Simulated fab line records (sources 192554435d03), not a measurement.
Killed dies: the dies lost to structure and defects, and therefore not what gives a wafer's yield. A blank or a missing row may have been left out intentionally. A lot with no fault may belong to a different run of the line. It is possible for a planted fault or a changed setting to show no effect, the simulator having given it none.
Comparing a struck lot with a sound one ; flow n5_finfet ; 18 steps out of a route of 1938
Sound: wafers L575.2, L575.4, L575.6. Struck: wafers L589.3, L589.5. (L589.2 of the same lot was not struck and is left out.) The cause comes at the end.
Per side, at each step with rows, come the tool, then ch with its chambers, and then its first start. Under that, the readings that differ: sound wafers ; struck wafers ; difference of the means ; sigmas: that difference in standard deviations of wafers without a fault.
alike: a reading whose means differ by less than 2 such deviations, as well as words and numbers matching on both sides. not compared: withheld readings; readings where some wafer has no value; bounds like >300 that might hide an equal value; numbers whose values overlap and for which the record gives no deviation.
The two part at a step that has a row with sigmas, a row that says differs or no value, or rows on one side only. When numbers do not overlap yet have no deviation, they are printed without sigmas and do not part them. Lack of a reading on every wafer of one side parts them only where that side has two or more wafers.

first, 7 steps without rows for these wafers: N5_BEOL_M6_COAT_60 (time 60 s, resist thk 35 nm); N5_BEOL_M6_COAT_05 (resist thk 90 nm); N5_BEOL_M6_EBR_07; N5_BEOL_M6_SOFTBAKE_06 (time 60 s); N5_BEOL_M6_EXPOSE_08 (exposes mask M6); N5_BEOL_M6_PEB_09 (peb time 60 s); N5_BEOL_M6_DEVELOP_10 (develop time 30 s).
N5_BEOL_M6_CD_MEAS_11 targets a cd of 38.5 nm.
  sound on cd_sem-01 ch 0, day 10 07:44; struck on cd_sem-02 ch 0, day 13 16:23
  alike: cd_nm
N5_BEOL_M6_OVL_MEAS_12:
  sound on overlay-02 ch 0, day 10 07:46; struck on overlay-02 ch 0, day 13 16:25
  alike: M6_OVL
N5_BEOL_M6_INSPECT_13: inspects for defects (brightfield).
  struck on defect_inspect-01, day 13 16:26; sound on defect_inspect-02, day 10 07:47
  alike: raw_defect_count
N5_BEOL_M6_DESCUM_16: chemistry O2, time 7.9 s.
  sound on rie_diel-02 ch 2,3, day 10 07:50; struck on rie_diel-01 ch 1,3, day 13 16:31
  alike: drypump_motor_current_A, oes_product_au, rf_vpp_V, showerhead_plenum_p_Torr, throttle_valve_pct
  not compared: rf_hours_counter_h
N5_BEOL_M6_ETCH_61: etches SiARC in CF4, target depth 45.5 nm, time 75.8 s.
  sound on rie_diel-02 ch 2,3, day 10 07:52; struck on rie_diel-01 ch 1,3, day 13 16:32
  alike: drypump_motor_current_A, etch_rf_on_time_s, mfc_ar_sccm, oes_product_au, rf_vpp_V, showerhead_plenum_p_Torr, throttle_valve_pct
  not compared: rf_hours_counter_h
N5_BEOL_M6_ETCH_62: etches SOC in N2/H2, target depth 110 nm, overetch 22 nm, time 165 s.
  sound on rie_diel-02 ch 2,3, day 10 07:55; struck on rie_diel-01 ch 1,3, day 13 16:36
reading;sound;struck;difference;sigmas
model.SiARC_of_BEOL_M6_COAT_60.thk_nm (nm);28 28.2 28;26.2 26.2;-1.9;
  alike: drypump_motor_current_A, n2_flow_sccm, oes_product_au, rf_vpp_V, showerhead_plenum_p_Torr, throttle_valve_pct
  not compared: rf_hours_counter_h, model.BEOL_M6.cd_offset_nm
then, 1 step without rows for these wafers: N5_BEOL_M6_STRIP_68 (strips in N2/H2).
N5_BEOL_M6_STRIP_67: strips in CF4.
  sound on rie_diel-02 ch 2,3, day 10 08:04; struck on rie_diel-01 ch 1,3, day 13 16:44
  alike: drypump_motor_current_A, oes_product_au, rf_vpp_V, showerhead_plenum_p_Torr, throttle_valve_pct
  not compared: rf_hours_counter_h
N5_BEOL_M6_HM_OPEN_17: chemistry Cl2/BCl3, target TiN, target depth 20 nm, overetch 6 nm.
  sound on rie_metal-03 ch 0,1, day 10 08:06; struck on rie_metal-03 ch 1, day 13 16:47
  alike: drypump_motor_current_A, mfc_ar_sccm, oes_product_au, throttle_valve_pct
  not compared: rf_hours_counter_h, model.BEOL_M6.cd_offset_nm
N5_BEOL_M6_STRIP_19: strips in O2.
  sound on rie_diel-02 ch 0,1, day 10 08:18; struck on rie_diel-06 ch 1,3, day 13 16:54
  alike: drypump_motor_current_A, oes_product_au, rf_vpp_V, showerhead_plenum_p_Torr, throttle_valve_pct
  not compared: rf_hours_counter_h
then, 1 step without rows for these wafers: N5_PASSIVATION_PROBE_49.

## WHERE THEY PART
Nowhere in this record.

WHY: what had been put in by the simulator
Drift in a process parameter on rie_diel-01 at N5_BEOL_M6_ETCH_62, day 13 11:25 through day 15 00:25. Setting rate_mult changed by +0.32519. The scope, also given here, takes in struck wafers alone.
